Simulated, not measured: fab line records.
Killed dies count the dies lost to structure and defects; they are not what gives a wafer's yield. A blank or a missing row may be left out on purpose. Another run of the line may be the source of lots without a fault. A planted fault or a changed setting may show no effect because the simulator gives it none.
fab line records	flow nand_harc	part 1 of 2: steps 1 to 4 of 6
[record] lots = 18	wafers = 54	last_day = 34
route steps=1302 shown A_STAIRCASE@672
lots with no fault: from the same line, run without faults
start_h: start of the lot's first displayed wafer, in hours after the record's first day	wait_h: hours since the lot's step before	" as in the row above	L1.1+2: a row that stands for several wafers	- no value present, or no start provided	* or withheld: withheld	< > ~ a bound
route shown NAME@n: NAME is a module with steps in the file, n the number in the route of the first one	usual: mean/standard deviation taken from wafers without a fault	same: alike in all rows	chamber/n: place in a boat	sites: readings site by site	_std_site: standard deviation of those values	_edge_site: inner sites' mean taken away from outer sites' mean	radius_mm: how far each site lies from the wafer's centre	mask NAME#n: copy n	behind: the most recent tool/chamber to have shaped the wafer	hold: why the lot was held/for how many hours/how that ended	device: the n, p or np transistor that did not switch	end of line: the route-end tests of the same wafers	a step without rows: its recipe alone	killed: dies lost to structure and defects at the first sort, not the wafer's yield	map: dies across one wafer; x = killed, . = not, _ = none there
set.NAME: the setting as run; set.NAME@STEP: as run at that earlier step	model.NAME: the simulator's own value behind a step, which no gauge read
a sample of lots followed through the steps of the route, with each step as a table and each wafer as a row
services: when a tool's chamber went out of use (start_h, in hours from the record's first day, below 0 if earlier), for how many hours, and the reason
[[steps]]
[step NHARC_A_STAIRCASE_TRIM_16]
[recipe] time_s = 211.2	o2_flow_sccm = 500	ar_flow_sccm = 0	bias_w = 0	chemistry = O2
[usual] drypump_motor_current_A = 5.6/0.41	o2_flow_sccm = 500.1/1.6	oes_product_au = 1.001/0.0088	rf_vpp_V = 57.8/0.9	showerhead_plenum_p_Torr = 3.50/0.16	throttle_valve_pct = 17.037/0.009
lot.wafer	tool	chamber	start_h	wait_h	drypump_motor_current_A	o2_flow_sccm	oes_product_au	rf_hours_counter_h	rf_vpp_V	showerhead_plenum_p_Torr	throttle_valve_pct
L074.3	rie_diel-05	3	-	-	5.2	497.2	1.008	42	57.4	3.63	17.016
L074.5	"	0	"	"	5.6	499.0	1.010	-	59.6	3.79	17.031
L074.6	"	1	"	"	5.3	500.9	1.004	-	57.1	3.37	17.035
L077.3	rie_diel-01	2	-	-	5.9	499.6	1.013	45	59.2	3.75	17.028
L077.2	"	3	"	"	5.1	501.3	0.999	48	58.6	3.50	17.039
L077.5	"	3	"	"	5.1	500.1	0.999	-	57.6	3.50	17.037
L076.2	rie_diel-05	0	-	-	5.6	501.2	1.015	40	58.9	3.78	17.050
L076.5	"	2	"	"	6.5	498.4	0.993	-	56.9	3.31	17.041
L076.6	"	3	"	"	5.2	498.3	1.002	-	57.5	3.63	17.029
L078.1	rie_diel-13	1	-	-	5.5	502.3	0.995	13	56.1	3.42	17.034
L078.5	"	2	"	"	5.6	501.3	1.012	-	56.9	3.48	17.018
L078.6	"	3	"	"	5.7	498.0	0.994	-	57.9	3.47	17.041
L079.1	rie_diel-01	1	-	-	6.3	498.5	0.990	5	57.3	3.74	17.041
L079.6	"	3	"	"	5.1	499.8	1.006	-	57.4	3.49	17.043
L079.5	"	0	"	"	5.4	497.0	1.013	-	59.4	3.55	17.037
L081.2	rie_diel-05	3	-	-	5.2	501.3	1.005	1	58.0	3.62	17.029
L081.3	"	0	"	"	5.6	500.6	1.001	0	58.6	3.78	17.048
L081.4	"	1	"	"	5.3	501.3	1.001	0	57.7	3.36	17.035
L082.2	rie_diel-05	1	-	-	5.3	497.2	1.012	11	56.8	3.36	17.048
L082.4	"	2	"	"	6.5	501.5	0.993	11	56.7	3.29	17.030
L082.1	"	3	"	"	5.2	501.3	1.009	8	59.1	3.62	17.033
L083.3	rie_diel-13	3	-	-	5.7	499.8	0.993	26	56.8	3.46	17.045
L083.1	"	0	"	"	5.3	501.0	1.004	34	57.3	3.32	17.031
L083.2	"	1	"	"	5.6	497.6	0.990	35	59.0	3.41	17.051
L085.2	rie_diel-01	1	-	-	6.2	500.9	1.000	22	58.4	3.73	17.036
L085.3	"	2	"	"	6.0	497.8	1.003	28	58.8	3.73	17.035
L085.6	"	0	"	"	5.4	499.1	1.001	-	59.3	3.54	17.045
L086.1	rie_diel-05	3	-	-	5.2	502.1	0.997	15	58.6	3.62	17.042
L086.2	"	1	"	"	5.3	498.6	0.998	20	56.8	3.35	17.024
L086.5	"	3	"	"	5.2	502.3	0.994	-	58.2	3.61	17.020
L087.1	rie_diel-05	2	-	-	6.5	499.9	0.989	24	57.8	3.29	17.036
L087.3	"	3	"	"	5.2	500.8	0.998	19	57.0	3.61	17.038
L087.6	"	0	"	"	5.6	501.4	1.010	-	58.9	3.77	17.049
L089.2	rie_diel-05	1	-	-	5.3	501.3	0.993	28	57.5	3.35	17.042
L089.6	"	2	"	"	6.5	500.9	0.989	-	57.1	3.28	17.035
L089.5	"	3	"	"	5.2	498.0	1.014	-	58.2	3.61	17.036
L090.2	rie_diel-05	0	-	-	5.6	500.5	1.008	31	57.7	3.76	17.019
L090.6	"	0	"	"	5.6	498.2	1.005	-	58.2	3.76	17.051
L090.5	"	2	"	"	6.4	499.3	0.983	-	56.3	3.28	17.030
L092.4	rie_diel-13	1	-	-	5.6	501.3	1.000	7	57.8	3.40	17.046
L092.1	"	2	"	"	5.7	498.9	1.005	5	57.4	3.46	17.031
L092.2	"	0	"	"	5.3	501.6	1.000	7	57.2	3.30	17.025
L094.4	rie_diel-05	2	-	-	6.5	501.8	0.986	46	56.2	3.27	17.046
L094.1	"	1	"	"	5.3	500.8	0.992	42	57.1	3.34	17.044
L094.5	"	2	"	"	6.5	502.3	0.992	-	58.2	3.27	17.026
L095.2	rie_diel-13	0	-	-	5.3	501.9	0.989	14	58.7	3.30	17.036
L095.6	"	2	"	"	5.6	498.7	1.012	-	58.1	3.46	17.045
L095.5	"	3	"	"	5.7	500.6	1.002	-	57.2	3.44	17.032
L096.1	rie_diel-13	1	-	-	5.6	501.1	1.013	19	58.5	3.39	17.034
L096.4	"	2	"	"	5.7	500.0	1.018	19	57.6	3.45	17.032
L096.3	"	3	"	"	5.7	501.9	1.020	21	57.9	3.43	17.026
L097.2	rie_diel-01	1	-	-	6.2	500.7	1.008	9	59.5	3.72	17.028
L097.1	"	2	"	"	5.9	500.5	0.998	8	57.4	3.72	17.034
L097.5	"	0	"	"	5.4	499.8	0.999	-	57.7	3.52	17.051
[step NHARC_A_STAIRCASE_TRIM_26]
[recipe] time_s = 211.2	o2_flow_sccm = 500	ar_flow_sccm = 0	bias_w = 0	chemistry = O2
[usual] drypump_motor_current_A = 5.6/0.42	o2_flow_sccm = 500.2/1.4	oes_product_au = 1.003/0.0083	rf_vpp_V = 57.8/0.89	showerhead_plenum_p_Torr = 3.52/0.17	throttle_valve_pct = 17.037/0.0089
lot.wafer	tool	chamber	start_h	wait_h	drypump_motor_current_A	o2_flow_sccm	oes_product_au	rf_hours_counter_h	rf_vpp_V	showerhead_plenum_p_Torr	throttle_valve_pct
L074.3	rie_diel-13	1	-	-	5.6	498.6	0.992	-	57.1	3.43	17.043
L074.6	"	0	"	"	5.3	501.9	0.978	-	58.0	3.33	17.040
L074.5	"	1	"	"	5.6	501.0	0.994	-	57.9	3.43	17.025
L076.2	rie_diel-05	1	-	-	5.3	496.3	1.003	46	57.2	3.37	17.021
L076.6	"	0	"	"	5.6	502.3	1.006	-	59.3	3.78	17.024
L076.5	"	1	"	"	5.3	499.0	1.010	-	57.8	3.37	17.041
L077.3	rie_diel-01	2	-	-	6.0	500.3	1.013	45	59.3	3.75	17.021
L077.2	"	0	"	"	5.4	502.0	1.006	52	57.1	3.55	17.030
L077.5	"	2	"	"	6.0	501.6	1.002	-	59.4	3.75	17.044
L078.1	rie_diel-13	3	-	-	5.7	500.0	0.997	7	56.7	3.47	17.037
L078.5	"	2	"	"	5.6	499.5	1.004	-	58.7	3.48	17.041
L078.6	"	3	"	"	5.7	499.7	0.990	-	57.4	3.47	17.035
L079.1	rie_diel-01	3	-	-	5.1	498.4	1.005	13	57.4	3.49	17.024
L079.6	"	1	"	"	6.2	498.7	1.004	-	59.0	3.74	17.041
L079.5	"	2	"	"	6.0	501.6	1.009	-	57.6	3.74	17.025
L081.4	rie_diel-05	2	-	-	6.5	500.8	0.996	1	58.0	3.30	17.037
L081.3	"	0	"	"	5.5	499.0	1.001	1	57.1	3.78	17.040
L081.2	"	1	"	"	5.3	501.7	1.002	1	57.7	3.36	17.036
L082.2	rie_diel-05	3	-	-	5.2	499.7	0.994	9	58.4	3.62	17.030
L082.4	"	1	"	"	5.3	498.0	1.011	12	58.2	3.36	17.049
L082.1	"	2	"	"	6.5	500.4	1.000	12	57.5	3.29	17.054
L083.3	rie_diel-05	3	-	-	5.2	502.1	1.001	9	58.0	3.62	17.030
L083.2	"	0	"	"	5.6	499.7	1.005	9	58.3	3.77	17.041
L083.1	"	1	"	"	5.3	501.3	1.002	13	57.4	3.36	17.033
L085.3	rie_diel-01	1	-	-	6.2	499.0	1.002	23	58.4	3.73	17.029
L085.2	"	2	"	"	6.0	499.6	1.013	28	58.4	3.73	17.035
L085.6	"	1	"	"	6.2	499.7	1.012	-	58.7	3.73	17.048
L086.2	rie_diel-05	0	-	-	5.6	500.3	0.998	14	59.1	3.77	17.031
L086.1	"	2	"	"	6.5	501.1	0.995	21	56.7	3.29	17.039
L086.5	"	0	"	"	5.6	500.1	1.012	-	59.0	3.77	17.049
L087.3	rie_diel-05	1	-	-	5.3	501.1	1.006	24	56.7	3.35	17.034
L087.1	"	0	"	"	5.6	499.1	1.011	18	56.9	3.77	17.044
L087.6	"	1	"	"	5.3	498.1	1.007	-	57.1	3.35	17.031
L089.2	rie_diel-01	2	-	-	6.0	498.7	1.011	39	57.4	3.73	17.030
L089.5	"	1	"	"	6.2	500.6	0.998	-	57.4	3.73	17.043
L089.6	"	2	"	"	6.0	500.0	0.997	-	58.2	3.73	17.037
L090.2	rie_diel-01	3	-	-	5.1	502.7	1.017	44	58.0	3.47	17.052
L090.5	"	1	"	"	6.2	499.5	0.998	-	58.4	3.72	17.047
L090.6	"	2	"	"	6.0	495.9	1.014	-	57.9	3.72	17.034
L092.4	rie_diel-05	2	-	-	6.4	501.8	1.003	43	57.8	3.28	17.023
L092.2	"	3	"	"	5.2	500.2	1.020	35	58.0	3.60	17.034
L092.1	"	1	"	"	5.3	502.1	0.996	39	57.1	3.34	17.021
L094.4	rie_diel-13	2	-	-	5.6	499.8	1.008	10	57.3	3.46	17.043
L094.1	"	0	"	"	5.3	499.4	0.997	14	57.1	3.30	17.033
L094.5	"	1	"	"	5.6	499.2	1.000	-	56.5	3.39	17.031
L095.2	rie_diel-13	3	-	-	5.7	500.6	1.011	13	58.6	3.44	17.027
L095.6	"	3	"	"	5.7	502.1	1.015	-	57.8	3.44	17.040
L095.5	"	0	"	"	5.3	499.3	1.000	-	57.1	3.30	17.049
L096.1	rie_diel-01	1	-	-	6.2	502.7	1.007	6	58.8	3.72	17.042
L096.3	"	2	"	"	5.9	501.4	0.999	5	57.9	3.72	17.022
L096.4	"	3	"	"	5.1	500.0	1.002	4	57.3	3.46	17.037
L097.2	rie_diel-01	0	-	-	5.4	500.3	0.997	9	57.8	3.52	17.045
L097.1	"	1	"	"	6.1	500.3	0.998	10	58.4	3.72	17.043
L097.5	"	1	"	"	6.2	501.1	1.007	-	58.6	3.72	17.030
[step NHARC_A_STAIRCASE_DESCUM_186]
[recipe] time_s = 3	o2_flow_sccm = 200	ar_flow_sccm = 0	bias_power_w = 0	chemistry = O2
[usual] drypump_motor_current_A = 5.6/0.37	o2_flow_sccm = 199.9/0.53	oes_product_au = 1.003/0.0086	rf_vpp_V = 57.8/0.93	showerhead_plenum_p_Torr = 1.90/0.094	throttle_valve_pct = 11.311/0.0091
lot.wafer	tool	chamber	start_h	wait_h	drypump_motor_current_A	o2_flow_sccm	oes_product_au	rf_hours_counter_h	rf_vpp_V	showerhead_plenum_p_Torr	throttle_valve_pct
L074.3	rie_diel-05	3	359.50	-	5.2	199.5	1.017	43	57.6	1.97	11.298
L074.5	"	0	"	"	5.6	200.9	1.005	-	58.7	2.06	11.311
L074.6	"	1	"	"	5.3	199.6	1.005	-	57.7	1.82	11.309
L076.2	rie_diel-05	2	374.87	-	6.4	198.9	0.998	50	58.9	1.78	11.314
L076.6	"	2	"	"	6.5	199.3	0.998	-	57.8	1.78	11.310
L076.5	"	3	"	"	5.2	199.9	1.007	-	57.6	1.97	11.299
L077.3	rie_diel-01	0	375.27	-	5.3	199.6	0.988	54	57.4	1.93	11.298
L077.2	"	2	"	"	6.0	199.7	0.996	47	57.9	2.04	11.311
L077.5	"	0	"	"	5.3	199.7	0.987	-	58.0	1.93	11.303
L078.1	rie_diel-05	1	388.78	-	5.3	200.3	1.015	49	57.3	1.82	11.300
L078.5	"	3	"	"	5.2	199.1	1.006	-	57.9	1.97	11.335
L078.6	"	0	"	"	5.6	199.7	1.013	-	59.3	2.06	11.310
L079.1	rie_diel-01	0	416.77	-	5.4	199.5	1.008	11	58.3	1.92	11.327
L079.5	"	2	"	"	6.0	201.1	1.011	-	58.3	2.04	11.316
L079.6	"	3	"	"	5.1	199.6	1.000	-	58.7	1.89	11.310
L081.4	rie_diel-01	0	423.56	-	5.3	199.2	1.000	13	56.8	1.92	11.301
L081.3	"	2	"	"	5.9	199.6	1.009	12	57.9	2.04	11.307
L081.2	"	3	"	"	5.1	199.7	1.019	15	57.6	1.89	11.323
L082.1	rie_diel-13	1	449.62	-	5.5	200.8	0.997	36	58.1	1.85	11.309
L082.2	"	3	"	"	5.7	199.7	0.994	27	56.6	1.87	11.305
L082.4	"	3	"	"	5.7	200.2	0.993	-	57.4	1.87	11.305
L083.1	rie_diel-13	0	452.24	-	5.3	200.1	0.995	35	58.8	1.79	11.314
L083.3	"	1	"	"	5.5	199.9	0.995	36	57.8	1.85	11.313
L083.2	"	3	"	"	5.7	199.1	0.993	27	58.2	1.87	11.322
L085.2	rie_diel-01	3	469.12	-	5.1	199.6	1.012	26	57.5	1.89	11.310
L085.3	"	0	"	"	5.4	199.4	1.022	30	59.1	1.92	11.294
L085.6	"	2	"	"	5.9	200.3	1.009	-	58.7	2.03	11.305
L086.1	rie_diel-05	0	469.50	-	5.6	199.0	1.011	15	58.9	2.05	11.317
L086.2	"	3	"	"	5.1	199.7	0.993	15	58.3	1.96	11.301
L086.5	"	0	"	"	5.6	198.9	0.998	-	60.1	2.05	11.330
L087.1	rie_diel-05	0	489.33	-	5.6	200.5	0.999	18	58.9	2.05	11.315
L087.3	"	2	"	"	6.4	200.5	0.994	25	57.4	1.77	11.325
L087.6	"	0	"	"	5.6	198.9	1.010	-	59.1	2.05	11.310
L089.2	rie_diel-01	0	504.32	-	5.4	199.9	1.019	39	57.9	1.91	11.310
L089.6	"	3	"	"	5.1	200.9	1.015	-	56.5	1.88	11.293
L089.5	"	0	"	"	5.4	199.9	1.017	-	58.2	1.91	11.314
L090.2	rie_diel-13	3	536.85	-	5.7	200.2	1.013	3	56.8	1.86	11.319
L090.6	"	2	"	"	5.6	199.0	1.003	-	56.9	1.87	11.323
L090.5	"	3	"	"	5.7	200.2	1.023	-	57.9	1.86	11.321
L092.2	rie_diel-13	0	545.71	-	5.3	199.2	1.005	8	56.9	1.78	11.307
L092.4	"	1	"	"	5.5	198.9	0.999	8	56.0	1.84	11.310
L092.1	"	2	"	"	5.6	199.3	1.009	5	57.2	1.87	11.310
L094.4	rie_diel-13	2	562.01	-	5.6	201.1	1.002	11	57.3	1.87	11.286
L094.1	"	3	"	"	5.7	200.6	1.003	13	57.2	1.86	11.317
L094.5	"	0	"	"	5.3	200.8	1.001	-	55.8	1.78	11.307
L095.2	rie_diel-13	1	563.48	-	5.5	199.8	0.999	14	56.4	1.83	11.321
L095.5	"	1	"	"	5.5	200.7	1.003	-	58.4	1.83	11.314
L095.6	"	2	"	"	5.6	199.4	1.004	-	56.6	1.87	11.313
L096.4	rie_diel-13	0	581.48	-	5.3	199.5	0.996	25	57.5	1.78	11.304
L096.1	"	1	"	"	5.5	200.3	0.999	21	57.5	1.83	11.305
L096.3	"	2	"	"	5.6	199.4	1.015	21	57.0	1.87	11.307
L097.2	rie_diel-13	2	597.10	-	5.7	199.8	1.002	27	58.8	1.87	11.307
L097.1	"	0	"	"	5.3	200.3	0.999	30	57.1	1.77	11.312
L097.5	"	2	"	"	5.6	199.3	0.995	-	56.0	1.87	11.312
[step NHARC_A_STAIRCASE_TRIM_191]
[recipe] time_s = 211.2	o2_flow_sccm = 500	ar_flow_sccm = 0	bias_w = 0	chemistry = O2
[usual] drypump_motor_current_A = 5.6/0.36	o2_flow_sccm = 500.0/1.6	oes_product_au = 1.002/0.009	rf_vpp_V = 57.7/0.83	showerhead_plenum_p_Torr = 3.50/0.16	throttle_valve_pct = 17.037/0.0091
lot.wafer	tool	chamber	start_h	wait_h	drypump_motor_current_A	o2_flow_sccm	oes_product_au	rf_hours_counter_h	rf_vpp_V	showerhead_plenum_p_Torr	throttle_valve_pct
L074.3	rie_diel-05	1	-	-	5.3	498.8	1.002	40	57.5	3.37	17.022
L074.5	"	1	"	"	5.3	497.8	1.009	-	57.0	3.37	17.044
L074.6	"	2	"	"	6.5	501.4	1.000	-	58.5	3.31	17.037
L076.2	rie_diel-05	1	-	-	5.3	499.4	1.005	46	57.0	3.37	17.049
L076.5	"	0	"	"	5.6	501.4	1.005	-	57.6	3.78	17.036
L076.6	"	1	"	"	5.3	499.6	1.000	-	57.6	3.37	17.041
L077.3	rie_diel-01	3	-	-	5.1	497.7	0.999	51	57.3	3.49	17.043
L077.2	"	0	"	"	5.4	502.0	0.999	54	57.3	3.55	17.036
L077.5	"	2	"	"	6.0	500.7	1.002	-	58.5	3.75	17.036
L078.1	rie_diel-05	0	-	-	5.6	501.1	1.002	45	57.7	3.78	17.030
L078.6	"	3	"	"	5.2	501.8	1.004	-	59.5	3.63	17.029
L078.5	"	0	"	"	5.6	500.1	1.019	-	57.6	3.78	17.032
L079.1	rie_diel-01	0	-	-	5.4	498.4	1.000	12	57.2	3.54	17.042
L079.6	"	3	"	"	5.1	503.3	1.003	-	57.3	3.49	17.024
L079.5	"	0	"	"	5.4	498.2	1.005	-	57.4	3.54	17.044
L081.2	rie_diel-01	0	-	-	5.4	498.5	1.000	13	58.0	3.54	17.030
L081.3	"	1	"	"	6.2	499.9	0.991	7	57.5	3.74	17.032
L081.4	"	2	"	"	6.0	497.3	1.011	13	57.6	3.74	17.052
L082.2	rie_diel-13	0	-	-	5.3	502.7	0.995	35	57.1	3.32	17.026
L082.1	"	3	"	"	5.7	503.1	0.996	27	57.1	3.46	17.045
L082.4	"	0	"	"	5.3	500.8	0.991	-	56.9	3.32	17.055
L083.1	rie_diel-13	0	-	-	5.3	499.4	1.001	35	59.1	3.32	17.037
L083.3	"	1	"	"	5.6	499.1	1.003	37	58.1	3.41	17.028
L083.2	"	3	"	"	5.7	498.0	1.004	28	57.0	3.46	17.036
L085.3	rie_diel-01	1	-	-	6.2	497.7	1.015	23	57.1	3.73	17.029
L085.2	"	3	"	"	5.0	498.0	1.013	26	58.3	3.48	17.025
L085.6	"	2	"	"	6.0	499.3	0.999	-	58.1	3.73	17.024
L086.1	rie_diel-05	0	-	-	5.6	499.9	0.994	15	58.6	3.77	17.045
L086.2	"	3	"	"	5.2	500.8	1.003	16	59.3	3.61	17.031
L086.5	"	0	"	"	5.6	499.3	1.002	-	58.8	3.77	17.030
L087.1	rie_diel-05	0	-	-	5.6	498.2	1.003	19	59.6	3.77	17.038
L087.3	"	3	"	"	5.1	500.3	1.002	21	58.9	3.61	17.038
L087.6	"	0	"	"	5.6	497.4	0.998	-	58.8	3.77	17.035
L089.2	rie_diel-01	0	-	-	5.4	498.9	1.013	39	57.6	3.53	17.039
L089.5	"	1	"	"	6.2	499.4	0.996	-	58.0	3.73	17.049
L089.6	"	2	"	"	6.0	501.1	1.008	-	58.0	3.73	17.033
L090.2	rie_diel-13	2	-	-	5.6	499.6	1.009	4	57.8	3.46	17.027
L090.5	"	2	"	"	5.7	503.3	1.020	-	57.4	3.46	17.034
L090.6	"	3	"	"	5.7	500.7	1.012	-	55.9	3.44	17.014
L092.2	rie_diel-13	2	-	-	5.6	500.6	1.006	6	56.9	3.46	17.041
L092.4	"	3	"	"	5.7	499.2	1.012	6	57.8	3.44	17.041
L092.1	"	0	"	"	5.3	500.9	0.994	8	56.5	3.30	17.039
L094.1	rie_diel-13	3	-	-	5.7	502.2	1.007	14	60.0	3.44	17.023
L094.4	"	2	"	"	5.6	500.1	1.027	11	56.9	3.45	17.063
L094.5	"	3	"	"	5.7	500.7	1.011	-	57.3	3.44	17.039
L095.2	rie_diel-13	1	-	-	5.5	498.9	0.991	14	57.9	3.39	17.031
L095.5	"	1	"	"	5.5	498.5	0.992	-	57.7	3.39	17.036
L095.6	"	2	"	"	5.6	502.5	1.002	-	58.2	3.45	17.039
L096.3	rie_diel-13	3	-	-	5.7	498.4	1.013	25	58.7	3.43	17.028
L096.1	"	1	"	"	5.5	498.5	1.009	21	57.3	3.39	17.038
L096.4	"	2	"	"	5.7	496.4	1.014	21	56.7	3.45	17.039
L097.2	rie_diel-13	2	-	-	5.6	499.0	0.999	27	56.8	3.45	17.054
L097.1	"	3	"	"	5.7	502.5	1.005	31	59.6	3.43	17.035
L097.5	"	2	"	"	5.6	499.9	1.001	-	56.3	3.45	17.030
